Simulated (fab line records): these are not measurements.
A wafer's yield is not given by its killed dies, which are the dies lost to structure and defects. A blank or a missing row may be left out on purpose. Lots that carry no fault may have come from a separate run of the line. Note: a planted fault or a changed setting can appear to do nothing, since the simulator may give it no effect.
Matching of chambers :: flow n5Finfet :: 4 sister chambers for N5_GATE_CUT_STRIP_42 on rieDiel-01
The step strips in O2. 18 wafers are shown with their chamber, then 9 later ones without.

WAFERS, EACH WITH ITS CHAMBER
wafer: L078.1
chamber: 2
showerheadPlenumPTorr (Torr): 2.22
throttleValvePct (%): 16.72
oesProductAu (a.u.): 0.81

wafer: L078.2
chamber: 0
showerheadPlenumPTorr (Torr): 2.12
throttleValvePct (%): 16.94
oesProductAu (a.u.): 0.73

wafer: L078.6
chamber: 3
showerheadPlenumPTorr (Torr): 2.06
throttleValvePct (%): 16.32
oesProductAu (a.u.): 0.92

wafer: L083.2
chamber: 2
showerheadPlenumPTorr (Torr): 2.22
throttleValvePct (%): 16.75
oesProductAu (a.u.): 0.80

wafer: L083.3
chamber: 1
showerheadPlenumPTorr (Torr): 2.01
throttleValvePct (%): 16.85
oesProductAu (a.u.): 0.71

wafer: L083.4
chamber: 3
showerheadPlenumPTorr (Torr): 2.06
throttleValvePct (%): 16.34
oesProductAu (a.u.): 0.89

wafer: L084.1
chamber: 2
showerheadPlenumPTorr (Torr): 2.22
throttleValvePct (%): 16.75
oesProductAu (a.u.): 0.79

wafer: L084.4
chamber: 1
showerheadPlenumPTorr (Torr): 2.01
throttleValvePct (%): 16.85
oesProductAu (a.u.): 0.73

wafer: L084.5
chamber: 1
showerheadPlenumPTorr (Torr): 2.01
throttleValvePct (%): 16.85
oesProductAu (a.u.): 0.72

wafer: L089.1
chamber: 1
showerheadPlenumPTorr (Torr): 2.01
throttleValvePct (%): 16.86
oesProductAu (a.u.): 0.71

wafer: L089.5
chamber: 0
showerheadPlenumPTorr (Torr): 2.11
throttleValvePct (%): 16.98
oesProductAu (a.u.): 0.71

wafer: L089.6
chamber: 1
showerheadPlenumPTorr (Torr): 2.01
throttleValvePct (%): 16.85
oesProductAu (a.u.): 0.71

wafer: L090.3
chamber: 0
showerheadPlenumPTorr (Torr): 2.11
throttleValvePct (%): 16.97
oesProductAu (a.u.): 0.71

wafer: L090.4
chamber: 2
showerheadPlenumPTorr (Torr): 2.22
throttleValvePct (%): 16.77
oesProductAu (a.u.): 0.78

wafer: L090.5
chamber: 3
showerheadPlenumPTorr (Torr): 2.06
throttleValvePct (%): 16.36
oesProductAu (a.u.): 0.87

wafer: L093.3
chamber: 1
showerheadPlenumPTorr (Torr): 2.01
throttleValvePct (%): 16.87
oesProductAu (a.u.): 0.71

wafer: L093.4
chamber: 3
showerheadPlenumPTorr (Torr): 2.05
throttleValvePct (%): 16.36
oesProductAu (a.u.): 0.87

wafer: L093.6
chamber: 0
showerheadPlenumPTorr (Torr): 2.11
throttleValvePct (%): 17.01
oesProductAu (a.u.): 0.71

SIGNATURES (means of the wafers above)
reading: showerheadPlenumPTorr
chamber 0: 2.1125
chamber 1: 2.0100
chamber 2: 2.2200
chamber 3: 2.0575
scatter within a chamber: 0.00327

reading: throttleValvePct
chamber 0: 16.9750
chamber 1: 16.8550
chamber 2: 16.7475
chamber 3: 16.3450
scatter within a chamber: 0.0193

reading: oesProductAu
chamber 0: 0.7150
chamber 1: 0.7150
chamber 2: 0.7950
chamber 3: 0.8875
scatter within a chamber: 0.0142
Rule: for a wafer and a chamber, the distance is found by dividing, reading by reading, the gap between the wafer's reading and the chamber's mean by the reading's scatter, squaring, summing and taking the root. The wafer belongs to the nearest chamber; if the next one is less than 2 further off, it can't be placed. How the scatter is found: for the shown wafers, subtract from each reading the mean of its chamber, square and add these, divide the total by (wafers less chambers), then take the root.

WAFERS WITH NO CHAMBER GIVEN
wafer: L094.1
showerheadPlenumPTorr (Torr): 2.01
throttleValvePct (%): 16.89
oesProductAu (a.u.): 0.70

wafer: L094.2
showerheadPlenumPTorr (Torr): 2.21
throttleValvePct (%): 16.80
oesProductAu (a.u.): 0.77

wafer: L094.5
showerheadPlenumPTorr (Torr): 2.05
throttleValvePct (%): 16.38
oesProductAu (a.u.): 0.86

wafer: L095.1
showerheadPlenumPTorr (Torr): 2.00
throttleValvePct (%): 16.88
oesProductAu (a.u.): 0.70

wafer: L095.4
showerheadPlenumPTorr (Torr): 2.21
throttleValvePct (%): 16.81
oesProductAu (a.u.): 0.76

wafer: L095.5
showerheadPlenumPTorr (Torr): 2.21
throttleValvePct (%): 16.79
oesProductAu (a.u.): 0.76

wafer: L096.2
showerheadPlenumPTorr (Torr): 2.05
throttleValvePct (%): 16.38
oesProductAu (a.u.): 0.85

wafer: L096.3
showerheadPlenumPTorr (Torr): 2.21
throttleValvePct (%): 16.81
oesProductAu (a.u.): 0.77

wafer: L096.6
showerheadPlenumPTorr (Torr): 2.00
throttleValvePct (%): 16.89
oesProductAu (a.u.): 0.71

THE CHAMBER EACH PASSED THROUGH
wafer: L094.1
from the rows above: 1
in truth: 1

wafer: L094.2
from the rows above: 2
in truth: 2

wafer: L094.5
from the rows above: 3
in truth: 3

wafer: L095.1
from the rows above: 1
in truth: 1

wafer: L095.4
from the rows above: 2
in truth: 2

wafer: L095.5
from the rows above: 2
in truth: 2

wafer: L096.2
from the rows above: 3
in truth: 3

wafer: L096.3
from the rows above: 2
in truth: 2

wafer: L096.6
from the rows above: 1
in truth: 1
Correct placement for 9 of the 9. Left unplaced by these rows: 0. Wrongly placed: 0.
